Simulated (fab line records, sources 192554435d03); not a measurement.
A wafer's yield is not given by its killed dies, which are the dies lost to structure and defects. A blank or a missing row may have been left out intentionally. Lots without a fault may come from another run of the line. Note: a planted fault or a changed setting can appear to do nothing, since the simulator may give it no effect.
A struck lot beside a sound one | flow n5 finfet | 37 out of 1938 route steps
Sound: the wafers L969.1, L969.3, L969.4. Struck: wafers L976.1, L976.4, L976.6. The cause is given at the end.
At each step with rows: each side's tool, then ch and its chambers, then its first start. Under that, the readings that differ: sound wafers | struck wafers | difference of the means | sigmas: that difference in standard deviations of wafers without a fault.
alike: same words and numbers on both sides, and readings whose means sit less than 2 such deviations apart. not compared: any withheld reading, any reading some wafer has no value for, any bound like >300 that may hide the same value, and any number with overlapping values for which the record gives no deviation.
Wherever a step has rows on one side only, a row that says differs or no value, or a row with sigmas, the two part there. When numbers do not overlap yet have no deviation, they are printed without sigmas and do not part them. A reading that every wafer of one side lacks parts them only if that side has two wafers or more.

first, 9 steps without rows for these wafers: N5_SDB_EXPOSE_08 (exposes mask SDB); N5_SDB_PEB_09 (peb time 60 s); N5_SDB_DEVELOP_10 (develop time 30 s); N5_SDB_DESCUM_16 (chemistry O2, time 7.9 s); N5_SDB_ETCH_17 (etches SiARC in CF4, target depth 23.4 nm, time 39 s); N5_SDB_ETCH_18 (etches SOC in N2/H2, target depth 100 nm, overetch 20 nm, time 150 s); N5_SDB_STRIP_19 (strips in N2/H2); N5_SDB_STRIP_21 (strips in CF4); N5_SDB_HM_OPEN_20 (chemistry CH3F/O2, target SiNx, stops on poly-Si, target depth 24 nm).
N5_SDB_STRIP_22: strips in N2/H2.
  sound on plasma asher-02 ch 0,1, day 4 13:53; struck on plasma asher-02 ch 0, day 6 09:22
  alike: drypump motor current A, heater power w, oes product au, strip time to endpoint s, temp c
  not compared: rf hours counter h
then, 26 steps without rows for these wafers: N5_SDB_PRECLEAN_23 (cleans in dHF, time 30 s); N5_SDB_DUMMY_REMOVE_24 (chemistry TMAH, target poly-Si, stops on SiO2, target depth 142 nm, time 57 s, rinse time 30 s); N5_SDB_ETCH_25 (etches SiO2 in C4F6/O2, target depth 10 nm, time 3.3 s); N5_SDB_CUT_ETCH_26 (etches Si in HBr/Cl2/O2, target depth 129.6 nm, bt time 20 s, time 51.8 s); N5_SDB_PRECLEAN_38 (cleans in dHF, time 10 s); N5_SDB_PRECLEAN_39 (cleans in O3/DIW, time 45 s); N5_SDB_SRD_28 (time 30 s); N5_SDB_ALD_29 (deposits SiNx, target thk 30 nm, pulse time 1 s, ald cycles 600); N5_SDB_CMP_30 (polishes, stops on poly-Si, t overpolish 1.54 s, target thk 30 nm); N5_DUMMY_REMOVAL_HM_STRIP_01 (strips SiNx in CH3F/O2, stops on poly-Si, target depth 4 nm, time 6.8 s); N5_DUMMY_REMOVAL_STRIP_10 (strips in N2/H2, time 40 s); N5_DUMMY_REMOVAL_PRECLEAN_07 (cleans in dHF, time 30 s); N5_DUMMY_REMOVAL_DUMMY_REMOVE_02 (chemistry TMAH, target poly-Si, stops on SiO2, target depth 142 nm, time 57 s, rinse time 30 s); N5_DUMMY_REMOVAL_PRECLEAN_08 (cleans in NF3:NH3, afs cycles 2, time 20 s, sublimation time 60 s); N5_DUMMY_REMOVAL_PRECLEAN_04 (cleans in DHF, time 37 s); N5_DUMMY_REMOVAL_SRD_05 (time 30 s); N5_HKMG_FIN_IL_REGROW_00 (material SiO2, chemistry O3, target thk 0.75 nm, time 30 s); N5_HKMG_FIN_HK_ALD_01 (deposits HfO2, target thk 1.6 nm, pulse time 3 s, purge time 3 s); N5_HKMG_FIN_HK_ANNEAL_02 (time 30 s); N5_HKMG_FIN_ALD_74 (deposits La2O3, target thk 0.5 nm, pulse time 6 s, co reactant pulse time 1 s); N5_HKMG_FIN_ALD_75 (deposits Al2O3, target thk 1 nm, co reactant pulse time 1 s); N5_HKMG_FIN_COAT_41 (time 60 s, resist thk 300 nm); N5_HKMG_FIN_COAT_42 (time 60 s, resist thk 35 nm); N5_HKMG_FIN_COAT_43 (resist thk 90 nm); N5_HKMG_FIN_EBR_45; N5_HKMG_FIN_SOFTBAKE_44 (time 60 s).
-- record jumps: 9 days separate the struck wafers' starts on either side; left off in module HKMG_FIN, taken up again in module PASSIVATION, whose first shown step is the route's number 1936 --
N5_PASSIVATION_PROBE_49:
  rows exist in the record for the struck wafers here (prober-01, day 15 20:23), but not for the sound ones

== WHERE THEY PART ==
Only at N5_PASSIVATION_PROBE_49, as far as this record shows.

WHY: the cause the simulator had injected
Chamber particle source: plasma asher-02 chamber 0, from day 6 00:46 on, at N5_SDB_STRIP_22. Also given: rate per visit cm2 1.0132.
